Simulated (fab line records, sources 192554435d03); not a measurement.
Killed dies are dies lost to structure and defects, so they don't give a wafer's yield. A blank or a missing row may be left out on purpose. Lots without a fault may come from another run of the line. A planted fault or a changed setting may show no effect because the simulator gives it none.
Chamber matching | flow n5_finfet | N5_BEOL_M3_ETCH_74 on rie_diel-01: 4 sister chambers
The step etches underlayer in N2/H2, target depth 6.5 nm, time 5.2 s. 8 wafers are shown with their chamber, then 8 later ones without.

WAFERS WITH THEIR CHAMBER
wafer  | chamber | showerhead_plenum_p_Torr (Torr) | throttle_valve_pct (%)
L075.5 | 1       | 2.71                            | 17.53
L079.4 | 1       | 2.70                            | 17.52
L079.6 | 2       | 2.64                            | 18.32
L083.1 | 2       | 2.64                            | 18.31
L088.2 | 3       | 2.61                            | 17.47
L088.3 | 0       | 2.61                            | 17.70
L088.5 | 0       | 2.61                            | 17.70
L092.1 | 3       | 2.60                            | 17.48

WAFERS WITHOUT THEIR CHAMBER
wafer  | showerhead_plenum_p_Torr (Torr) | throttle_valve_pct (%)
L092.4 | 2.61                            | 17.69
L092.6 | 2.69                            | 17.57
L095.1 | 2.61                            | 17.74
L095.3 | 2.60                            | 17.48
L095.4 | 2.63                            | 18.34
L097.1 | 2.60                            | 17.48
L097.4 | 2.60                            | 17.51
L097.5 | 2.60                            | 17.71

WHICH CHAMBER EACH WENT THROUGH
wafer  | from the rows above | in truth
L092.4 | 0                   | 0
L092.6 | 1                   | 1
L095.1 | 0                   | 0
L095.3 | 3                   | 3
L095.4 | 2                   | 2
L097.1 | 3                   | 3
L097.4 | 3                   | 3
L097.5 | 0                   | 0
Placed correctly: 8 of 8. Can't be placed from these rows: 0. Placed wrongly: 0.
How it was worked out, from the rows above alone: a wafer's distance from a chamber is the root of the sum, over the readings, of the square of ((its reading less the chamber's mean) divided by the reading's scatter). The wafer belongs to the nearest chamber; if the next one is less than 2 further off, it can't be placed. A chamber's mean is the mean of its shown wafers. The scatter: the root of (the sum of the squares of (reading less its chamber's mean) over the shown wafers, divided by (wafers less chambers)).
